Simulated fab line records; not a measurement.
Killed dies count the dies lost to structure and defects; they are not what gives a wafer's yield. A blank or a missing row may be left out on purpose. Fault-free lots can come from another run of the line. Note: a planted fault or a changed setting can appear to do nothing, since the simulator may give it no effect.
fab line records -- flow n5_finfet -- part 2 of 2: steps 4 to 6 of 6
record: lots: 20, wafers: 60, last_day: 20
route steps=1938 shown BEOL_M5@1128 BEOL_M6@1197
lots that met no fault: taken from a fault-free run of the same line
start_h: start of the lot's first displayed wafer, in hours after the record's first day -- wait_h: hours elapsed since this lot's preceding step -- " same as the row above -- L1.1+2: a single row standing in for several wafers -- - value missing, or start not given -- * or withheld: withheld -- < > ~ a bound
route shown NAME@n: NAME is a module with steps in the file, n the number in the route of the first one -- usual: the fault-free wafers' mean and standard deviation -- same: alike in all rows -- chamber/n: place in a boat -- sites: each site's reading -- _std_site: the standard deviation of these -- _edge_site: mean of outer sites minus mean of inner sites -- radius_mm: how far each site lies from the wafer's centre -- mask NAME#n: copy n -- behind: the tool/chamber that last shaped the wafer -- hold: reason for holding the lot/hours on hold/outcome of the hold -- device: the transistor (n, p or np) that didn't switch -- end of line: the route-end tests of the same wafers -- step lacking rows: just its recipe -- killed: at the first sort, the dies lost to defects and structure; wafer yield is something else -- map: shows each die of a wafer: x if killed, . if not, _ if none is there
set.NAME: the setting the step ran with; set.NAME@STEP: the setting that earlier step ran with -- model.NAME: the simulator's own value behind a step, which no gauge read
route steps across a sampled set of lots; one table per step, one row per wafer
services: from which hour (start_h, from the record's first day; less than 0 if before it) a tool's chamber was out of use, for how many hours, and why
== steps ==
step: N5_BEOL_M5_ETCH_67
recipe: chemistry: CF4, target: SiARC, target_depth_a: 156, mask_material: CAR-EUV, time_s: 26, ion_energy_ev: 80, pressure_mtorr: 40, source_w: 545, bias_w: 36, Ar_flow_sccm: 100, cf4_flow_sccm: 100, ends: cleared
usual: chamber_pressure_mTorr: 40.00/0.037, drypump_motor_current_A: 5.7/0.43, etch_rf_on_time_s: 25.9/0.43, oes_product_au: 0.67/0.075, rf_fwd_power_W: 532.8/2.4, rf_vpp_V: 183.8/1.1, showerhead_plenum_p_Torr: 2.12/0.061, throttle_valve_pct: 15.67/0.2
lot.wafer,tool,chamber,start_h,wait_h,chamber_pressure_mTorr,drypump_motor_current_A,etch_rf_on_time_s,oes_product_au,rf_fwd_power_W,rf_hours_counter_h,rf_vpp_V,showerhead_plenum_p_Torr,throttle_valve_pct
L074.2,rie_diel-02,3,215.38,0.0,39.97,5.9,25.6,0.63,532.7,184,184.1,2.05,15.59
L074.5,rie_diel-02,0,215.38,0.0,40.02,4.8,25.7,0.85,535.3,-,185.6,2.19,15.45
L074.6,rie_diel-02,1,215.38,0.0,40.04,5.6,26.4,0.63,531.6,-,182.4,2.05,15.80
L075.2,rie_diel-03,2,231.61,0.0,40.04,5.7,26.1,0.59,529.0,216,182.4,2.04,15.80
L075.3,rie_diel-03,1,231.61,0.0,39.97,5.7,26.4,0.60,530.1,193,185.4,2.13,15.92
L075.4,rie_diel-03,0,231.61,0.0,39.99,5.9,25.7,0.69,534.2,104,185.9,2.24,15.65
L077.1,rie_diel-02,2,239.65,0.0,40.02,6.1,25.6,0.72,531.1,73,182.7,2.09,15.62
L077.2,rie_diel-02,1,239.65,0.0,40.03,5.6,25.9,0.64,531.9,169,183.8,2.05,15.81
L077.5,rie_diel-02,3,239.65,0.0,40.00,5.9,25.4,0.62,531.3,-,182.8,2.05,15.61
L078.1,rie_diel-05,3,246.26,0.0,40.00,6.3,25.6,0.64,529.3,158,184.6,2.14,15.91
L078.3,rie_diel-05,1,246.26,0.0,40.01,5.4,26.0,0.75,530.7,45,184.7,2.17,15.29
L078.5,rie_diel-05,1,246.26,0.0,39.95,5.4,25.8,0.75,530.8,-,183.7,2.17,15.29
L076.1,rie_diel-03,2,246.31,0.0,39.99,5.7,25.9,0.59,533.0,220,184.6,2.04,15.79
L076.2,rie_diel-03,3,246.31,0.0,40.00,5.4,26.0,0.60,538.9,191,184.8,2.21,15.78
L076.4,rie_diel-03,1,246.31,0.0,39.93,5.7,26.1,0.61,532.6,198,185.6,2.13,15.94
L079.3,rie_diel-02,0,255.37,0.0,40.04,4.8,25.0,0.82,534.3,13,184.5,2.19,15.48
L079.5,rie_diel-02,2,255.37,0.0,40.02,6.1,25.3,0.72,531.0,-,184.6,2.08,15.61
L079.6,rie_diel-02,1,255.37,0.0,40.01,5.6,25.8,0.63,533.8,-,182.8,2.04,15.82
L081.1,rie_diel-03,2,259.70,0.0,39.99,5.7,26.1,0.58,530.8,225,183.9,2.04,15.83
L081.3,rie_diel-03,3,259.70,0.0,40.07,5.5,26.3,0.59,538.6,193,184.7,2.21,15.78
L081.6,rie_diel-03,1,259.70,0.0,40.03,5.7,26.2,0.60,535.0,-,183.9,2.13,15.96
L082.1,rie_diel-03,2,263.94,0.0,40.02,5.7,26.5,0.58,530.9,226,182.0,2.04,15.83
L082.3,rie_diel-03,3,263.94,0.0,39.97,5.5,26.6,0.59,537.8,194,185.7,2.21,15.78
L082.4,rie_diel-03,0,263.94,0.0,39.95,5.9,26.0,0.68,531.5,114,185.1,2.24,15.69
L080.3,rie_diel-05,0,264.40,0.0,40.03,5.8,26.7,0.58,531.2,228,184.6,2.12,15.52
L080.5,rie_diel-05,0,264.40,0.0,39.97,5.8,26.8,0.58,531.9,-,183.9,2.12,15.53
L080.6,rie_diel-05,1,264.40,0.0,39.96,5.3,26.0,0.74,532.4,-,183.7,2.17,15.29
L083.1,rie_diel-05,1,269.06,0.0,39.99,5.4,26.1,0.74,528.7,54,182.7,2.17,15.30
L083.4,rie_diel-05,0,269.06,0.0,39.97,5.8,27.0,0.58,532.4,229,183.5,2.12,15.54
L083.6,rie_diel-05,2,269.06,0.0,39.97,6.2,25.9,0.78,534.2,-,184.0,2.10,15.54
L084.1,rie_diel-05,1,270.02,0.0,39.95,5.4,26.3,0.74,530.0,54,184.3,2.17,15.29
L084.2,rie_diel-05,2,270.02,0.0,40.00,6.2,25.9,0.77,536.1,28,185.3,2.10,15.58
L084.4,rie_diel-05,3,270.02,0.0,39.95,6.4,26.0,0.63,530.8,166,183.9,2.13,15.93
L085.2,rie_diel-02,0,292.09,0.0,39.96,4.8,25.8,0.79,534.7,25,184.0,2.18,15.50
L085.3,rie_diel-02,3,292.09,0.0,40.03,5.9,25.7,0.61,532.3,204,182.7,2.04,15.62
L085.6,rie_diel-02,0,292.09,0.0,39.98,4.8,25.6,0.79,536.6,-,183.9,2.18,15.50
L087.2,rie_diel-05,3,296.13,0.0,40.07,6.4,26.0,0.64,531.4,176,182.8,2.13,15.93
L087.3,rie_diel-05,2,296.13,0.0,40.00,6.2,25.9,0.76,535.5,33,182.5,2.10,15.57
L087.5,rie_diel-05,2,296.13,0.0,39.98,6.2,25.6,0.77,537.1,-,184.0,2.10,15.59
L088.2,rie_diel-02,1,296.18,0.0,40.04,5.5,26.1,0.63,532.3,187,183.8,2.04,15.86
L088.4,rie_diel-02,2,296.18,0.0,40.01,6.1,25.4,0.71,532.1,-,182.4,2.08,15.63
L088.5,rie_diel-02,3,296.18,0.0,40.02,5.9,25.5,0.62,531.7,-,182.1,2.04,15.65
L089.2,rie_diel-03,3,316.20,0.0,39.96,5.5,26.6,0.58,536.9,214,185.4,2.20,15.82
L089.4,rie_diel-03,2,316.20,0.0,40.06,5.7,26.5,0.57,528.3,-,183.3,2.03,15.86
L089.5,rie_diel-03,0,316.20,0.0,40.03,5.9,26.2,0.66,532.7,-,184.7,2.23,15.71
L092.1,rie_diel-05,3,330.19,0.0,40.01,6.4,25.7,0.64,529.8,188,184.2,2.12,15.96
L092.2,rie_diel-05,2,330.19,0.0,39.94,6.2,25.7,0.75,535.2,47,183.5,2.10,15.61
L092.5,rie_diel-05,2,330.19,0.0,39.96,6.2,25.6,0.75,533.5,-,183.8,2.10,15.61
L093.1,rie_diel-02,2,330.32,0.0,40.01,6.0,25.6,0.70,527.4,102,183.8,2.08,15.66
L093.3,rie_diel-02,1,330.32,0.0,39.94,5.6,26.4,0.62,530.4,201,181.9,2.04,15.88
L093.5,rie_diel-02,0,330.32,0.0,40.00,4.8,25.3,0.78,534.0,-,183.9,2.18,15.52
L091.1,rie_diel-05,2,336.63,0.0,40.00,6.2,25.6,0.74,536.9,51,182.5,2.09,15.62
L091.4,rie_diel-05,1,336.63,0.0,40.02,5.3,25.8,0.71,527.8,-,184.2,2.16,15.36
L091.6,rie_diel-05,2,336.63,0.0,39.98,6.2,25.5,0.74,535.2,-,184.6,2.09,15.61
L096.1,rie_diel-02,0,362.47,0.0,40.00,4.8,25.4,0.76,533.0,49,183.5,2.17,15.56
L096.2,rie_diel-02,3,362.47,0.0,39.99,5.9,25.6,0.60,533.4,234,183.3,2.03,15.70
L096.3,rie_diel-02,2,362.47,0.0,40.03,6.0,25.4,0.69,530.6,116,182.9,2.07,15.69
L094.1,rie_diel-03,0,372.41,0.0,40.08,5.9,25.9,0.66,536.0,146,186.1,2.23,15.75
L094.4,rie_diel-03,0,372.41,0.0,40.00,6.0,25.7,0.66,536.2,-,185.2,2.23,15.74
L094.5,rie_diel-03,1,372.41,0.0,39.94,5.7,26.0,0.59,531.9,-,183.8,2.12,16.00
step: N5_BEOL_M5_ANNEAL_84
recipe: temp_c: 400, time_s: 1800, ambient: vacuum
usual: heater_power_w: 840/91
same: time_s: 1800
lot.wafer,tool,chamber,start_h,wait_h,heater_power_w
L074.2,pvd_sputter-03,-,219.19,0.0,832
L074.5,pvd_sputter-03,-,219.19,0.0,719
L074.6,pvd_sputter-03,-,219.19,0.0,712
L075.2,pvd_sputter-03,-,235.40,0.0,807
L075.3,pvd_sputter-03,-,235.40,0.0,757
L075.4,pvd_sputter-03,-,235.40,0.0,725
L077.1,pvd_sputter-01,-,244.10,0.0,1022
L077.2,pvd_sputter-01,-,244.10,0.0,856
L077.5,pvd_sputter-01,-,244.10,0.0,890
L078.1,pvd_sputter-03,-,250.32,0.0,716
L078.3,pvd_sputter-03,-,250.32,0.0,769
L078.5,pvd_sputter-03,-,250.32,0.0,743
L076.1,pvd_sputter-02,-,250.37,0.0,943
L076.2,pvd_sputter-02,-,250.37,0.0,788
L076.4,pvd_sputter-02,-,250.37,0.0,903
L079.3,pvd_sputter-02,-,259.33,0.0,961
L079.5,pvd_sputter-02,-,259.33,0.0,903
L079.6,pvd_sputter-02,-,259.33,0.0,810
L081.1,pvd_sputter-02,-,264.34,0.0,817
L081.3,pvd_sputter-02,-,264.34,0.0,918
L081.6,pvd_sputter-02,-,264.34,0.0,950
L082.1,pvd_sputter-03,-,268.47,0.0,831
L082.3,pvd_sputter-03,-,268.47,0.0,724
L082.4,pvd_sputter-03,-,268.47,0.0,771
L080.3,pvd_sputter-02,-,268.93,0.0,890
L080.5,pvd_sputter-02,-,268.93,0.0,882
L080.6,pvd_sputter-02,-,268.93,0.0,791
L083.1,pvd_sputter-01,-,273.27,0.0,813
L083.4,pvd_sputter-01,-,273.27,0.0,865
L083.6,pvd_sputter-01,-,273.27,0.0,1033
L084.1,pvd_sputter-02,-,274.07,0.0,876
L084.2,pvd_sputter-02,-,274.07,0.0,935
L084.4,pvd_sputter-02,-,274.07,0.0,942
L085.2,pvd_sputter-02,-,296.38,0.0,956
L085.3,pvd_sputter-02,-,296.38,0.0,910
L085.6,pvd_sputter-02,-,296.38,0.0,948
L087.2,pvd_sputter-03,-,300.39,0.0,720
L087.3,pvd_sputter-03,-,300.39,0.0,831
L087.5,pvd_sputter-03,-,300.39,0.0,757
L088.2,pvd_sputter-02,-,300.81,0.0,901
L088.4,pvd_sputter-02,-,300.81,0.0,929
L088.5,pvd_sputter-02,-,300.81,0.0,868
L089.2,pvd_sputter-03,-,320.55,0.0,859
L089.4,pvd_sputter-03,-,320.55,0.0,705
L089.5,pvd_sputter-03,-,320.55,0.0,759
L093.1,pvd_sputter-01,-,334.67,0.0,1011
L093.3,pvd_sputter-01,-,334.67,0.0,864
L093.5,pvd_sputter-01,-,334.67,0.0,902
L092.1,pvd_sputter-03,-,334.69,0.0,759
L092.2,pvd_sputter-03,-,334.69,0.0,718
L092.5,pvd_sputter-03,-,334.69,0.0,774
L091.1,pvd_sputter-02,-,342.22,0.0,808
L091.4,pvd_sputter-02,-,342.22,0.0,901
L091.6,pvd_sputter-02,-,342.22,0.0,883
L096.1,pvd_sputter-03,-,366.68,0.0,844
L096.2,pvd_sputter-03,-,366.68,0.0,755
L096.3,pvd_sputter-03,-,366.68,0.0,697
L094.1,pvd_sputter-02,-,376.76,0.0,973
L094.4,pvd_sputter-02,-,376.76,0.0,807
L094.5,pvd_sputter-02,-,376.76,0.0,943
step: N5_BEOL_M6_PECVD_70
recipe: material: SiO2, target_thk_a: 200, temp_c: 400, precursor: TEOS/O2, pressure_torr: 5.5, rf_w: 450, teos_flow_sccm: 53.8, gas: O2, flow_sccm: 3000, time_s: 22.7
usual: heater_power_w: 717/110, rf_fwd_power_W: 444.2/2.1, showerhead_plenum_p_Torr: 8.74/0.073, throttle_valve_pct: 22.3/0.96
same: time_s: 22.7
lot.wafer,tool,chamber,start_h,wait_h,heater_power_w,rf_fwd_power_W,showerhead_plenum_p_Torr,throttle_valve_pct
L074.2,pecvd-01,2,223.02,0.0,923,438.4,8.70,22.3
L074.5,pecvd-01,1,223.02,0.0,590,442.1,8.66,21.7
L074.6,pecvd-01,0,223.02,0.0,709,446.0,8.77,23.5
L075.2,pecvd-03,2,239.22,0.0,790,445.7,8.70,20.3
L075.3,pecvd-03,1,239.22,0.0,783,445.1,8.71,22.9
L075.4,pecvd-03,0,239.22,0.0,795,445.8,8.79,23.3
L077.1,pecvd-03,0,247.93,0.0,833,444.8,8.82,23.1
L077.2,pecvd-03,1,247.93,0.0,877,446.9,8.69,23.0
L077.5,pecvd-03,1,247.93,0.0,876,444.3,8.68,22.8
L078.1,pecvd-03,0,254.16,0.0,774,446.2,8.81,22.8
L078.3,pecvd-03,2,254.16,0.0,780,446.2,8.71,20.3
L078.5,pecvd-03,1,254.16,0.0,828,443.1,8.70,23.1
L076.1,pecvd-02,1,254.21,0.0,676,445.6,8.79,22.3
L076.2,pecvd-02,0,254.21,0.0,508,446.2,8.93,21.9
L076.4,pecvd-02,1,254.21,0.0,674,446.9,8.81,22.0
L079.3,pecvd-01,2,263.33,0.0,775,440.7,8.71,22.5
L079.5,pecvd-01,2,263.33,0.0,782,440.7,8.73,22.8
L079.6,pecvd-01,1,263.33,0.0,619,441.7,8.65,22.0
L081.1,pecvd-03,1,269.11,0.0,797,445.7,8.68,23.1
L081.3,pecvd-03,0,269.11,0.0,719,444.4,8.81,23.1
L081.6,pecvd-03,1,269.11,0.0,791,444.2,8.70,23.4
L082.1,pecvd-02,2,272.39,0.0,610,445.8,8.73,21.1
L082.3,pecvd-02,0,272.39,0.0,523,443.1,8.93,22.2
L082.4,pecvd-02,1,272.39,0.0,584,443.5,8.78,22.1
L080.3,pecvd-01,1,272.97,0.0,627,441.0,8.66,21.6
L080.5,pecvd-01,1,272.97,0.0,623,442.0,8.65,22.0
L080.6,pecvd-01,0,272.97,0.0,680,445.8,8.73,23.5
L083.1,pecvd-01,1,277.11,0.0,627,441.7,8.64,21.6
L083.4,pecvd-01,0,277.11,0.0,755,446.0,8.75,23.5
L083.6,pecvd-01,2,277.11,0.0,904,444.5,8.68,22.6
L084.1,pecvd-01,1,277.95,0.0,570,441.5,8.66,22.1
L084.2,pecvd-01,0,277.95,0.0,696,446.6,8.74,23.7
L084.4,pecvd-01,0,277.95,0.0,684,445.2,8.74,23.8
L085.2,pecvd-01,0,300.69,0.0,701,445.8,8.75,23.3
L085.3,pecvd-01,2,300.69,0.0,913,440.9,8.70,22.4
L085.6,pecvd-01,1,300.69,0.0,498,444.0,8.66,21.9
L087.2,pecvd-01,2,304.32,0.0,872,441.9,8.71,22.8
L087.3,pecvd-01,0,304.32,0.0,652,450.4,8.74,23.6
L087.5,pecvd-01,1,304.32,0.0,546,441.3,8.67,21.7
L088.2,pecvd-02,1,304.63,0.0,703,443.2,8.77,22.1
L088.4,pecvd-02,1,304.63,0.0,700,444.2,8.77,22.4
L088.5,pecvd-02,2,304.63,0.0,648,447.8,8.72,21.0
L089.2,pecvd-02,1,325.44,0.0,676,444.4,8.78,22.3
L089.4,pecvd-02,0,325.44,0.0,593,444.0,8.91,22.2
L089.5,pecvd-02,2,325.44,0.0,679,446.8,8.73,21.1
L092.1,pecvd-01,0,338.73,0.0,724,444.8,8.75,23.8
L092.2,pecvd-01,1,338.73,0.0,626,441.3,8.64,21.8
L092.5,pecvd-01,0,338.73,0.0,712,445.2,8.76,23.8
L093.1,pecvd-02,0,339.09,0.0,540,445.1,8.94,22.3
L093.3,pecvd-02,2,339.09,0.0,704,445.2,8.73,21.0
L093.5,pecvd-02,0,339.09,0.0,530,446.6,8.94,22.0
L091.1,pecvd-01,1,346.99,0.0,632,442.6,8.66,21.8
L091.4,pecvd-01,1,346.99,0.0,632,442.9,8.63,21.9
L091.6,pecvd-01,0,346.99,0.0,752,443.7,8.74,23.7
L096.1,pecvd-03,1,370.59,0.0,766,445.6,8.70,23.1
L096.2,pecvd-03,2,370.59,0.0,788,444.8,8.70,20.2
L096.3,pecvd-03,0,370.59,0.0,804,444.0,8.82,23.2
L094.1,pecvd-01,2,380.60,0.0,894,442.2,8.70,22.6
L094.4,pecvd-01,1,380.60,0.0,555,441.7,8.65,21.9
L094.5,pecvd-01,2,380.60,0.0,880,442.5,8.72,22.8
== services ==
tool,chamber,start_h,hours,kind
pvd_sputter-03,-,188.94,5.9,repair
rie_diel-05,3,189.24,1.3,repair
pvd_sputter-02,-,202.44,2.8,repair
rie_diel-05,-,207.38,2.6,repair
pvd_sputter-03,-,211.08,3.7,repair
rie_diel-05,1,213.83,14.7,repair
rie_diel-05,-,217.62,0.7,repair
rie_diel-05,3,227.96,6.0,repair
rie_diel-05,1,229.85,2.6,repair
rie_diel-02,-,241.35,2.8,pm
rie_diel-05,0,249.90,1.2,repair
rie_diel-02,3,250.98,4.4,repair
rie_diel-03,3,251.86,6.5,repair
rie_diel-05,2,281.14,7.1,repair
rie_diel-02,0,294.77,12.3,repair
rie_diel-03,1,312.30,15.5,repair
rie_diel-05,3,315.21,3.1,repair
rie_diel-02,2,322.19,4.5,repair
rie_diel-03,-,327.21,28.1,pm
rie_diel-05,-,329.22,0.3,repair
rie_diel-02,-,332.96,1.8,repair
rie_diel-02,0,350.85,2.9,repair
rie_diel-02,-,368.45,4.3,pm
rie_diel-03,-,374.24,1.1,repair
